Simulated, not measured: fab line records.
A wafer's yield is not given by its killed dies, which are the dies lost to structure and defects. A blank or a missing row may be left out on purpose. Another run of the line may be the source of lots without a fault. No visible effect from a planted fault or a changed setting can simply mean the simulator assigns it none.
A sampling plan put to the test :: flow n5_finfet :: one fab line, 41 faults that these records tell of, each judged on the records of the lots that it struck
The plan is the line's own looks: the steps of the route at which a gauge or an inspection reads the wafer and doesn't change it. Where struck wafers have a number at a look and the file lists that look's usual mean and standard deviation on fault-free wafers, the look can be judged. Caught: at a look after the fault's first step, the mean of the struck wafers lies 4 or more of those standard deviations (sigma) from the usual mean. On the tool: here the same test is run on the tool's own readings at the fault's steps. Caught also covers a different recipe on the struck wafers, or a record left blank for those wafers only.

## THE FAULTS, as the simulator had put them in
1. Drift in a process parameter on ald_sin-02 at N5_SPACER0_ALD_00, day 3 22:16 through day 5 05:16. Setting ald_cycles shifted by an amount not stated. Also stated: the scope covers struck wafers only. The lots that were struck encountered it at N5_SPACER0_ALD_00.
2. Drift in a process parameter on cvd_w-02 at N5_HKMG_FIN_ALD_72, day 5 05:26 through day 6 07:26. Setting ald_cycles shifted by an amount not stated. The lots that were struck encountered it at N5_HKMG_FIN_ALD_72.
3. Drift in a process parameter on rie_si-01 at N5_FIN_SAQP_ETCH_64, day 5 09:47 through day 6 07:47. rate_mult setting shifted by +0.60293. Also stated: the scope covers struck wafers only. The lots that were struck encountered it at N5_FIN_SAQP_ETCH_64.
4. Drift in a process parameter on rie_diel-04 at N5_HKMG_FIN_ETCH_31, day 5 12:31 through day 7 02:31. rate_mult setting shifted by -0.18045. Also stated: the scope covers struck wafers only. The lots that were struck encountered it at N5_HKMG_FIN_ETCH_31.
5. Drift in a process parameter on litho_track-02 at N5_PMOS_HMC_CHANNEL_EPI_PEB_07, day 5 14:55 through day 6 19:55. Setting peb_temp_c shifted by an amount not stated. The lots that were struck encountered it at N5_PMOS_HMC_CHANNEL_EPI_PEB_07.
6. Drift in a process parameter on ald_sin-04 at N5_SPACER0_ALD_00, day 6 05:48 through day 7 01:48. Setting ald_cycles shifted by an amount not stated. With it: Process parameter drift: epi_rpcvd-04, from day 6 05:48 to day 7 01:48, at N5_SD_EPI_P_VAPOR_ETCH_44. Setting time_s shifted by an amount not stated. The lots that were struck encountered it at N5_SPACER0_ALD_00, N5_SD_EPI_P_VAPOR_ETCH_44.
7. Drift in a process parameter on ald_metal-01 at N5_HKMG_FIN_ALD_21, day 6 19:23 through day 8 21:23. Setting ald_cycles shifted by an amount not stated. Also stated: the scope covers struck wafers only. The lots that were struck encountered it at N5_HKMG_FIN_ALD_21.
8. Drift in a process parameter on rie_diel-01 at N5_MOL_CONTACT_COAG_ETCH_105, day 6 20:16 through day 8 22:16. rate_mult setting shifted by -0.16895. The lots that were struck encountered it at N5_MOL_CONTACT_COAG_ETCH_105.
9. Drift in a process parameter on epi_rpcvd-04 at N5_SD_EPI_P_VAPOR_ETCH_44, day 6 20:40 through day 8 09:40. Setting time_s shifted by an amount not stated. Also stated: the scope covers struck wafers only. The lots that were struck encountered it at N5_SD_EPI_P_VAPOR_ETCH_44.
10. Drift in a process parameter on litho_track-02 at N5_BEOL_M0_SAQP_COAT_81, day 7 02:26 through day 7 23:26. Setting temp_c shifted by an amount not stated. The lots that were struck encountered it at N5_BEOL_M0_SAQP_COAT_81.
11. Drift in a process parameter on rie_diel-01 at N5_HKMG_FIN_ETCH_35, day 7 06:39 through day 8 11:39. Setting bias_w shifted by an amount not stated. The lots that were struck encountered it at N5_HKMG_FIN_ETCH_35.
12. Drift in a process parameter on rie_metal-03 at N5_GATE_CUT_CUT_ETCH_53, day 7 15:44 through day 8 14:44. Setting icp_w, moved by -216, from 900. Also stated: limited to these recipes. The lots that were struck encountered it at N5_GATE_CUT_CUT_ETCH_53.
13. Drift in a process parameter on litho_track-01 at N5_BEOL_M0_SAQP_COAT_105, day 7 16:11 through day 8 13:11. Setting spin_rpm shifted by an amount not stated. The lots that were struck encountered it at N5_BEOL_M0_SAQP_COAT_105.
14. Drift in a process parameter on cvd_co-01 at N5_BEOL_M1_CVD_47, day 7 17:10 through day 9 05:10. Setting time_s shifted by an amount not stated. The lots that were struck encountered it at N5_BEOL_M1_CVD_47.
15. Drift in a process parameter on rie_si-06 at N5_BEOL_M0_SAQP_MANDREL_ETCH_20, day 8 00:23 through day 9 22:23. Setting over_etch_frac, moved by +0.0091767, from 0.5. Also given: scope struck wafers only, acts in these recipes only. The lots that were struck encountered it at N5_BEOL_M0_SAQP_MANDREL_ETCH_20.
16. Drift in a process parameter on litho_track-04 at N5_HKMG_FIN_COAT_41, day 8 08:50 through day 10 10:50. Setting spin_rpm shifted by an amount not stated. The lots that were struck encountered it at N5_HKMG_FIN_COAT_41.
17. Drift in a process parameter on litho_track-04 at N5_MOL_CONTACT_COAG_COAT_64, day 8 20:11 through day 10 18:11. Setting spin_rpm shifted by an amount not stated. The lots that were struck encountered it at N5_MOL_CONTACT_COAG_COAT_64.
18. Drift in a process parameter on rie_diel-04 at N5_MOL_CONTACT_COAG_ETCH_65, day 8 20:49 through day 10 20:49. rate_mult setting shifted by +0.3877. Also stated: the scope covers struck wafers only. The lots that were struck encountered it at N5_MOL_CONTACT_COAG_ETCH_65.
19. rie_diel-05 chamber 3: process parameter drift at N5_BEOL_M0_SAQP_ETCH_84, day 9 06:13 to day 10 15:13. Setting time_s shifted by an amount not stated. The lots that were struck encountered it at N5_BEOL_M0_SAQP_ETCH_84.
20. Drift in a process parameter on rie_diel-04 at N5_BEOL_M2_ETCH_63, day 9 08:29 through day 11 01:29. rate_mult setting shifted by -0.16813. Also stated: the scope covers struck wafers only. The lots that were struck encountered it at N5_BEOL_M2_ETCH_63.
21. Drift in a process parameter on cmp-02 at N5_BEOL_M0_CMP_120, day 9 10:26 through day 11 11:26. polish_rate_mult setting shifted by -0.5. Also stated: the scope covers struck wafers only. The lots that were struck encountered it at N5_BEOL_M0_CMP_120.
22. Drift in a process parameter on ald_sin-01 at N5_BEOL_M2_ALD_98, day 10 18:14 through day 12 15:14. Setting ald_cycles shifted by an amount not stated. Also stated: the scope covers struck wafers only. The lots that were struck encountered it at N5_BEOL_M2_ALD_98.
23. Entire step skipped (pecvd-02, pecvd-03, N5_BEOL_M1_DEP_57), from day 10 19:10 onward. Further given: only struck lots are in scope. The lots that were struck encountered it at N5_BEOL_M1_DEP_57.
24. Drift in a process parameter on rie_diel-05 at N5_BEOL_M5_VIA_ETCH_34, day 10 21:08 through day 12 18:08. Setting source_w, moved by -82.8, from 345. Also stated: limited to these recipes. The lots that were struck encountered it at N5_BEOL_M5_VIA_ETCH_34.
25. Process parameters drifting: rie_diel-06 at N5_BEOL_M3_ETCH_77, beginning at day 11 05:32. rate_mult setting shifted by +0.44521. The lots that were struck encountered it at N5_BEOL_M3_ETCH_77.
26. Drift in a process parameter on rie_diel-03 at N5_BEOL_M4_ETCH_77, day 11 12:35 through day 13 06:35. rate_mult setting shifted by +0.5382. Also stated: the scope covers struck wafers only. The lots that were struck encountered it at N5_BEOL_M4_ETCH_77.
27. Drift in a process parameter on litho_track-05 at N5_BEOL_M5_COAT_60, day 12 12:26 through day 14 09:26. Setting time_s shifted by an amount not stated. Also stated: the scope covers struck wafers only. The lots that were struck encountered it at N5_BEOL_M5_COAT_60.
28. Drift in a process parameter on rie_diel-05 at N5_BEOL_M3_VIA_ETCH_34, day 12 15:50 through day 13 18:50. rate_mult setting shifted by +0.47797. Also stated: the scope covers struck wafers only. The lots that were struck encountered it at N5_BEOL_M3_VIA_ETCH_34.
29. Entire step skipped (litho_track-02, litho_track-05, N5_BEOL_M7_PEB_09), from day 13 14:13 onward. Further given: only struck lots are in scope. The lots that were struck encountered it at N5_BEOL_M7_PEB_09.
30. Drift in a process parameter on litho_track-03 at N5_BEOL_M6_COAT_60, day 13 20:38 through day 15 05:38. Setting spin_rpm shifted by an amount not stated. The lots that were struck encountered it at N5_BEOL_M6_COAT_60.
31. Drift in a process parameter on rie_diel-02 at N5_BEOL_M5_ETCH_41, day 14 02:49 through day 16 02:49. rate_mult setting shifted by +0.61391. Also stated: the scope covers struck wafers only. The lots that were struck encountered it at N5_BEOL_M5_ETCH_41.
32. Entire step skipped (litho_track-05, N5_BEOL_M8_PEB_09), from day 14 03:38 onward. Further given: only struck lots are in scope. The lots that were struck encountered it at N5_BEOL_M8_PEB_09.
33. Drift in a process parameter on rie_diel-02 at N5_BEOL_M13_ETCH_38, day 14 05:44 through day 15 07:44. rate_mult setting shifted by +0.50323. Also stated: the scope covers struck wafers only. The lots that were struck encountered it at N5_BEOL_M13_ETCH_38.
34. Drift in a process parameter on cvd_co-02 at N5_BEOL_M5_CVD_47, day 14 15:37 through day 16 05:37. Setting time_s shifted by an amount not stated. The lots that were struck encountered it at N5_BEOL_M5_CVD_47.
35. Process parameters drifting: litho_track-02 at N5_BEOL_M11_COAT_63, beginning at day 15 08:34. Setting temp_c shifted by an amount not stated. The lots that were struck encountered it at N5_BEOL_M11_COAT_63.
36. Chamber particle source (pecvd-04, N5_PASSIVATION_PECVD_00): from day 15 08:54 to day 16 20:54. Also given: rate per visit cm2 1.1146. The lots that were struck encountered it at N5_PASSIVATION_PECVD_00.
37. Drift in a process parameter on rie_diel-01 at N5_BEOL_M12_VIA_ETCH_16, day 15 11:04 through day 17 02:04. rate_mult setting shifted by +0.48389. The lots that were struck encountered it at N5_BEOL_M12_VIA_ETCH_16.
38. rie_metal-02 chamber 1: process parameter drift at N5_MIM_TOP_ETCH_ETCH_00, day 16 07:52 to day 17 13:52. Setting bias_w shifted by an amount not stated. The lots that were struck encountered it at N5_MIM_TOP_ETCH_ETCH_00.
39. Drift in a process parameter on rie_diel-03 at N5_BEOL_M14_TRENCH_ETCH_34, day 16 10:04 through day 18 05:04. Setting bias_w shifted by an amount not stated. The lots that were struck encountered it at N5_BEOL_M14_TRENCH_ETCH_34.
40. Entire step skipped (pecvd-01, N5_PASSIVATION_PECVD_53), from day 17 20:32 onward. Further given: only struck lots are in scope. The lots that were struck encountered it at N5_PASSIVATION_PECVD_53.
41. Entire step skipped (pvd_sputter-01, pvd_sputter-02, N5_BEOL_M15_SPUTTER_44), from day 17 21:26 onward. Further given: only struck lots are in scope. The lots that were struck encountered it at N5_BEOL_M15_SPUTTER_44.

## WHAT THE PLAN SAW
fault: 1
on the tool itself: under 2 sigma
first look that catches it: not the one look that can be judged after it
reading, sigma: -
median hours from its first step to that look: -
hours from the fault's start to the first struck lot there: -
judged looks passed uncaught: 1

fault: 2
on the tool itself: under 2 sigma
first look that catches it: not the one look that can be judged after it
reading, sigma: -
median hours from its first step to that look: -
hours from the fault's start to the first struck lot there: -
judged looks passed uncaught: 1

fault: 3
on the tool itself: oes_product_au +15 sigma
first look that catches it: not the one look that can be judged after it
reading, sigma: -
median hours from its first step to that look: -
hours from the fault's start to the first struck lot there: -
judged looks passed uncaught: 1

fault: 4
on the tool itself: etch_rf_on_time_s +9.9 sigma
first look that catches it: not the one look that can be judged after it
reading, sigma: -
median hours from its first step to that look: -
hours from the fault's start to the first struck lot there: -
judged looks passed uncaught: 1

fault: 5
on the tool itself: plate_temp_C +6.7 sigma
first look that catches it: not the one look that can be judged after it
reading, sigma: -
median hours from its first step to that look: -
hours from the fault's start to the first struck lot there: -
judged looks passed uncaught: 1

fault: 6
on the tool itself: under 2 sigma
first look that catches it: N5_BEOL_M4_RC_MEAS_101
reading, sigma: REXT_N +4.0
median hours from its first step to that look: 166.4
hours from the fault's start to the first struck lot there: 161
judged looks passed uncaught: 1

fault: 7
on the tool itself: under 2 sigma
first look that catches it: not the one look that can be judged after it
reading, sigma: -
median hours from its first step to that look: -
hours from the fault's start to the first struck lot there: -
judged looks passed uncaught: 1

fault: 8
on the tool itself: etch_rf_on_time_s +8.7 sigma
first look that catches it: none of the 2 looks that can be judged after it
reading, sigma: -
median hours from its first step to that look: -
hours from the fault's start to the first struck lot there: -
judged looks passed uncaught: 2

fault: 9
on the tool itself: no reading that can be judged
first look that catches it: not the one look that can be judged after it
reading, sigma: strongest: REXT_P at N5_BEOL_M4_RC_MEAS_101, -3.9
median hours from its first step to that look: -
hours from the fault's start to the first struck lot there: -
judged looks passed uncaught: 1

fault: 10
on the tool itself: plate_temp_C +21 sigma
first look that catches it: none of the 2 looks that can be judged after it
reading, sigma: -
median hours from its first step to that look: -
hours from the fault's start to the first struck lot there: -
judged looks passed uncaught: 2

fault: 11
on the tool itself: bias_w -17 sigma
first look that catches it: not the one look that can be judged after it
reading, sigma: -
median hours from its first step to that look: -
hours from the fault's start to the first struck lot there: -
judged looks passed uncaught: 1

fault: 12
on the tool itself: rf_fwd_power_W -64 sigma
first look that catches it: not the one look that can be judged after it
reading, sigma: -
median hours from its first step to that look: -
hours from the fault's start to the first struck lot there: -
judged looks passed uncaught: 1

fault: 13
on the tool itself: spin_speed_rpm -99 or beyond sigma
first look that catches it: not the one look that can be judged after it
reading, sigma: -
median hours from its first step to that look: -
hours from the fault's start to the first struck lot there: -
judged looks passed uncaught: 1

fault: 14
on the tool itself: run_length_s -99 or beyond sigma
first look that catches it: not the one look that can be judged after it
reading, sigma: -
median hours from its first step to that look: -
hours from the fault's start to the first struck lot there: -
judged looks passed uncaught: 1

fault: 15
on the tool itself: under 2 sigma
first look that catches it: not the one look that can be judged after it
reading, sigma: -
median hours from its first step to that look: -
hours from the fault's start to the first struck lot there: -
judged looks passed uncaught: 1

fault: 16
on the tool itself: spin_speed_rpm +99 or beyond sigma
first look that catches it: none of the 2 looks that can be judged after it
reading, sigma: -
median hours from its first step to that look: -
hours from the fault's start to the first struck lot there: -
judged looks passed uncaught: 2

fault: 17
on the tool itself: spin_speed_rpm -49 sigma
first look that catches it: not the one look that can be judged after it
reading, sigma: -
median hours from its first step to that look: -
hours from the fault's start to the first struck lot there: -
judged looks passed uncaught: 1

fault: 18
on the tool itself: etch_rf_on_time_s -15 sigma
first look that catches it: not the one look that can be judged after it
reading, sigma: -
median hours from its first step to that look: -
hours from the fault's start to the first struck lot there: -
judged looks passed uncaught: 1

fault: 19
on the tool itself: run_length_s -34 sigma
first look that catches it: not the one look that can be judged after it
reading, sigma: -
median hours from its first step to that look: -
hours from the fault's start to the first struck lot there: -
judged looks passed uncaught: 1

fault: 20
on the tool itself: etch_rf_on_time_s +11 sigma
first look that catches it: not the one look that can be judged after it
reading, sigma: -
median hours from its first step to that look: -
hours from the fault's start to the first struck lot there: -
judged looks passed uncaught: 1

fault: 21
on the tool itself: barrier_field_endpoint_s +27 sigma
first look that catches it: N5_BEOL_M0_INSPECT_127
reading, sigma: raw_defect_count +99 or beyond
median hours from its first step to that look: 0.5
hours from the fault's start to the first struck lot there: 3
judged looks passed uncaught: 0

fault: 22
on the tool itself: under 2 sigma
first look that catches it: not the one look that can be judged after it
reading, sigma: strongest: ION_P at N5_BEOL_M4_RC_MEAS_101, -2.8
median hours from its first step to that look: -
hours from the fault's start to the first struck lot there: -
judged looks passed uncaught: 1

fault: 23
on the tool itself: the tool's record is blank for the struck wafers
first look that catches it: no look after it can be judged
reading, sigma: -
median hours from its first step to that look: -
hours from the fault's start to the first struck lot there: -
judged looks passed uncaught: 0

fault: 24
on the tool itself: rf_fwd_power_W -54 sigma
first look that catches it: no look after it can be judged
reading, sigma: -
median hours from its first step to that look: -
hours from the fault's start to the first struck lot there: -
judged looks passed uncaught: 0

fault: 25
on the tool itself: etch_rf_on_time_s -13 sigma
first look that catches it: not the one look that can be judged after it
reading, sigma: -
median hours from its first step to that look: -
hours from the fault's start to the first struck lot there: -
judged looks passed uncaught: 1

fault: 26
on the tool itself: etch_rf_on_time_s -18 sigma
first look that catches it: not the one look that can be judged after it
reading, sigma: -
median hours from its first step to that look: -
hours from the fault's start to the first struck lot there: -
judged looks passed uncaught: 1

fault: 27
on the tool itself: run_length_s -50 sigma
first look that catches it: not the one look that can be judged after it
reading, sigma: -
median hours from its first step to that look: -
hours from the fault's start to the first struck lot there: -
judged looks passed uncaught: 1

fault: 28
on the tool itself: oes_product_au +4.6 sigma
first look that catches it: not the one look that can be judged after it
reading, sigma: -
median hours from its first step to that look: -
hours from the fault's start to the first struck lot there: -
judged looks passed uncaught: 1

fault: 29
on the tool itself: the tool's record is blank for the struck wafers
first look that catches it: no look after it can be judged
reading, sigma: -
median hours from its first step to that look: -
hours from the fault's start to the first struck lot there: -
judged looks passed uncaught: 0

fault: 30
on the tool itself: spin_speed_rpm +40 sigma
first look that catches it: not the one look that can be judged after it
reading, sigma: -
median hours from its first step to that look: -
hours from the fault's start to the first struck lot there: -
judged looks passed uncaught: 1

fault: 31
on the tool itself: oes_product_au +4.7 sigma
first look that catches it: not the one look that can be judged after it
reading, sigma: -
median hours from its first step to that look: -
hours from the fault's start to the first struck lot there: -
judged looks passed uncaught: 1

fault: 32
on the tool itself: the tool's record is blank for the struck wafers
first look that catches it: no look after it can be judged
reading, sigma: -
median hours from its first step to that look: -
hours from the fault's start to the first struck lot there: -
judged looks passed uncaught: 0

fault: 33
on the tool itself: only faintly: oes_product_au +3.9 sigma
first look that catches it: no look after it can be judged
reading, sigma: -
median hours from its first step to that look: -
hours from the fault's start to the first struck lot there: -
judged looks passed uncaught: 0

fault: 34
on the tool itself: run_length_s -99 or beyond sigma
first look that catches it: no look after it can be judged
reading, sigma: -
median hours from its first step to that look: -
hours from the fault's start to the first struck lot there: -
judged looks passed uncaught: 0

fault: 35
on the tool itself: plate_temp_C +40 sigma
first look that catches it: no look after it can be judged
reading, sigma: -
median hours from its first step to that look: -
hours from the fault's start to the first struck lot there: -
judged looks passed uncaught: 0

fault: 36
on the tool itself: under 2 sigma
first look that catches it: no look after it can be judged
reading, sigma: -
median hours from its first step to that look: -
hours from the fault's start to the first struck lot there: -
judged looks passed uncaught: 0

fault: 37
on the tool itself: oes_product_au +5.1 sigma
first look that catches it: not the one look that can be judged after it
reading, sigma: -
median hours from its first step to that look: -
hours from the fault's start to the first struck lot there: -
judged looks passed uncaught: 1

fault: 38
on the tool itself: bias_w -88 sigma
first look that catches it: no look after it can be judged
reading, sigma: -
median hours from its first step to that look: -
hours from the fault's start to the first struck lot there: -
judged looks passed uncaught: 0

fault: 39
on the tool itself: bias_w -11 sigma
first look that catches it: no look after it can be judged
reading, sigma: -
median hours from its first step to that look: -
hours from the fault's start to the first struck lot there: -
judged looks passed uncaught: 0

fault: 40
on the tool itself: the tool's record is blank for the struck wafers
first look that catches it: no look after it can be judged
reading, sigma: -
median hours from its first step to that look: -
hours from the fault's start to the first struck lot there: -
judged looks passed uncaught: 0

fault: 41
on the tool itself: the tool's record is blank for the struck wafers
first look that catches it: not the one look that can be judged after it
reading, sigma: -
median hours from its first step to that look: -
hours from the fault's start to the first struck lot there: -
judged looks passed uncaught: 1
A dash: this means the fault isn't caught or the number doesn't appear in these records.

Caught at a look: 2 of 41. Caught on the tool: 32 of 41. By one or the other: 33 of 41.
On the tool alone, faults 3, 4, 5, 8, 10, 11, 12, 13, 14, 16, 17, 18, 19, 20, 23, 24, 25, 26, 27, 28, 29, 30, 31, 32, 34, 35, 37, 38, 39, 40, 41 were caught.
Caught at a look alone: fault 6.
Caught by neither: faults 1, 2, 7, 9, 15, 22, 33, 36.

## THINNER SAMPLING
If the look that catches a fault measured only every second or every third lot, by lot number, the first struck lot would be measured this late in the worst case:
fault: 6
struck lots at that look, in order of time: L410, L412
every lot: 161 h
every second lot: may miss all 2
every third lot: may miss all 2

fault: 21
struck lots at that look, in order of time: L849, L851, L856
every lot: 3 h
every second lot: 44 h
every third lot: 44 h
Hours: fault start to first struck lot measured. The test against the limit of 4 sigma pooled every struck wafer, which means one lot taken alone may stay below that limit. Other struck lots may not be in these records.

## THE LONGEST TIMED WAY FROM STEP TO LOOK
Fault 6: the median time between N5_SPACER0_ALD_00 and N5_BEOL_M4_RC_MEAS_101 is 166.4 hours. The look between them that can be judged stayed within 4 sigma: N5_SD_EPI_N_OVL_MEAS_10.
